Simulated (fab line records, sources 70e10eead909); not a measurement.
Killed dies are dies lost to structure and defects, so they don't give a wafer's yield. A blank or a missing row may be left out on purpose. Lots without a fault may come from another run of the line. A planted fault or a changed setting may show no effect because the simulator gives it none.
A struck lot beside a sound one | flow nand_harc | 24 steps out of a route of 1159
Sound: wafers L733.2, L733.4, L733.5. Struck: wafers L743.2, L743.4, L743.5. The cause comes at the end.
At each step with rows: each side's tool, then ch and its chambers, then its first start. Under that, the readings that differ: sound wafers | struck wafers | difference of the means | sigmas: that difference in standard deviations of wafers without a fault.
alike: readings whose means differ by less than 2 such deviations, and words and numbers that are the same on both sides. not compared: withheld readings, readings that some wafer has no value for, bounds like >300 that may hide the same value, and numbers for which the record gives no deviation and whose values overlap.
The two part at a step that has a row with sigmas, a row that says differs or no value, or rows on one side only. Numbers that don't overlap but have no deviation are shown without sigmas and don't part them. A reading that every wafer of one side lacks parts them only if that side has two wafers or more.

NHARC_A_M0_INSPECT_27:
  sound on defect_inspect-02, day 17 19:39; struck on defect_inspect-01, day 20 03:39
  alike: raw_defect_count
NHARC_A_M0_PRE_CLEAN_31: time 12 s.
  sound on pecvd-02 ch 0,1, day 17 19:43; struck on pecvd-03 ch 0,1,2, day 20 03:47
  alike: heater_power_w
  not compared: since_wet_clean_h
NHARC_A_M0_DEP_32: deposits SiCN, target thk 30 nm.
  sound on pecvd-02 ch 0,1, day 17 19:50; struck on pecvd-03 ch 0,1,2, day 20 03:56
  alike: heater_power_w
  not compared: since_wet_clean_h
then, 8 steps without rows for these wafers: NHARC_A_M1_DEP_00 (deposits SiOC, target thk 182.5 nm); NHARC_A_M1_DEHYDRATE_01 (time 120 s); NHARC_A_M1_HMDS_02 (time 30 s); NHARC_A_M1_COAT_34 (time 65 s); NHARC_A_M1_COAT_03 (resist thk 90 nm); NHARC_A_M1_SOFTBAKE_04 (time 55 s); NHARC_A_M1_EBR_05; NHARC_A_M1_EXPOSE_06 (exposes mask A M1, target cd 120 nm).
NHARC_A_M1_PEB_07: peb time 65 s.
  sound on litho_track-06 ch 0, day 17 20:50; struck on litho_track-01 ch 0, day 20 04:53
  reading                  | sound              | struck               | difference | sigmas
  heater_power_total_W (W) | 157.2 156.8 156.6  | 163.8 164.7 164.2    | +7.4       | +18
  plate_temp_C (C)         | 99.86 100.04 99.96 | 103.43 103.62 103.38 | +3.52      | +29
then, 1 step without rows for these wafers: NHARC_A_M1_DEVELOP_08 (develop time 35 s).
NHARC_A_M1_CD_MEAS_09: target cd 120 nm.
  sound on cd_sem-02 ch 0, day 17 20:55; struck on cd_sem-01 ch 0, day 20 04:58
  reading    | sound             | struck            | difference | sigmas
  cd_nm (nm) | 119.5 120.4 119.7 | 129.9 129.4 129.8 | +9.8       | +14
NHARC_A_M1_OVL_MEAS_10: pitch 240 nm.
  sound on overlay-02, day 17 21:01; struck on overlay-01, day 20 05:03
  reading           | sound          | struck      | difference | sigmas
  overlay_y_nm (nm) | -1.0 -0.3 -0.9 | 0.9 0.8 1.1 | +1.7       | +2
  alike: overlay_x_nm
NHARC_A_M1_INSPECT_11:
  sound on defect_inspect-01, day 17 21:04; struck on defect_inspect-01, day 20 05:05
  alike: raw_defect_count
NHARC_A_M1_DESCUM_14: chemistry O2, time 3 s.
  sound on rie_diel-07 ch 0,1, day 17 21:07; struck on rie_diel-09 ch 0,1, day 20 05:09
  reading               | sound             | struck          | difference | sigmas
  model.A_M1.cd_nm (nm) | 119.5 120.4 119.7 | 129.7 129.6 130 | +9.9       |
  alike: drypump_motor_current_A, oes_product_au, rf_vpp_V, showerhead_plenum_p_Torr, throttle_valve_pct
  not compared: rf_hours_counter_h
NHARC_A_M1_ETCH_35: etches the open film in N2/H2, target depth 40 nm, overetch 12 nm, time 43.94 s.
  sound on rie_diel-05 ch 2,3, day 17 21:14; struck on rie_diel-09 ch 1,2,3, day 20 05:14
  alike: drypump_motor_current_A, oes_product_au, rf_vpp_V, showerhead_plenum_p_Torr, throttle_valve_pct
  not compared: rf_hours_counter_h
NHARC_A_M1_ETCH_15: etches the open film in C4F8/Ar, target depth 182.5 nm, time 91.2 s.
  sound on rie_diel-05 ch 0,1; struck on rie_diel-09 ch 0,2,3
  alike: oes_product_au, rf_vpp_V
  not compared: rf_hours_counter_h
NHARC_A_M1_CD_MEAS_16:
  sound on cd_sem-02, day 17 21:28; struck on cd_sem-02, day 20 05:27
  reading    | sound             | struck            | difference | sigmas
  cd_nm (nm) | 119.7 120.7 119.5 | 129.6 129.5 130.0 | +9.7       | +11
NHARC_A_M1_STRIP_18: strips in N2/H2.
  sound on rie_diel-09 ch 0,1,3, day 17 21:34; struck on rie_diel-05 ch 0,2, day 20 05:31
  alike: drypump_motor_current_A, oes_product_au, rf_vpp_V, showerhead_plenum_p_Torr, throttle_valve_pct
  not compared: rf_hours_counter_h
NHARC_A_M1_ETCH_28: etches the open film in CF4/N2, target depth 30 nm, time 72.99 s.
  sound on rie_diel-09 ch 0,1,2; struck on rie_diel-05 ch 1,2
  reading                     | sound             | struck          | difference | sigmas
  drypump_motor_current_A (A) | 5.6 5.3 5.2       | 6.6 6.5 6.6     | +1.2       | +3
  model.A_M1.cd_nm (nm)       | 119.4 120.2 120.3 | 129.8 129.3 130 | +9.7       |
  alike: oes_product_au, rf_vpp_V, showerhead_plenum_p_Torr, throttle_valve_pct
  not compared: rf_hours_counter_h
then, 1 step without rows for these wafers: NHARC_A_M1_STRIP_19 (strips in post etch residue remover, time 600 s).
NHARC_END_SORT_01:
  the record has rows for the struck wafers here (prober-01 ch 0, day 21 19:19) and none for the sound ones

WHERE THEY PART
First at NHARC_A_M1_PEB_07; last, within this record, at NHARC_END_SORT_01.

WHY: what the simulator had put in
Process parameter drift: litho_track-01, from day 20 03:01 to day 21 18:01, at NHARC_A_M1_PEB_07. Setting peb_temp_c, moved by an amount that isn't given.
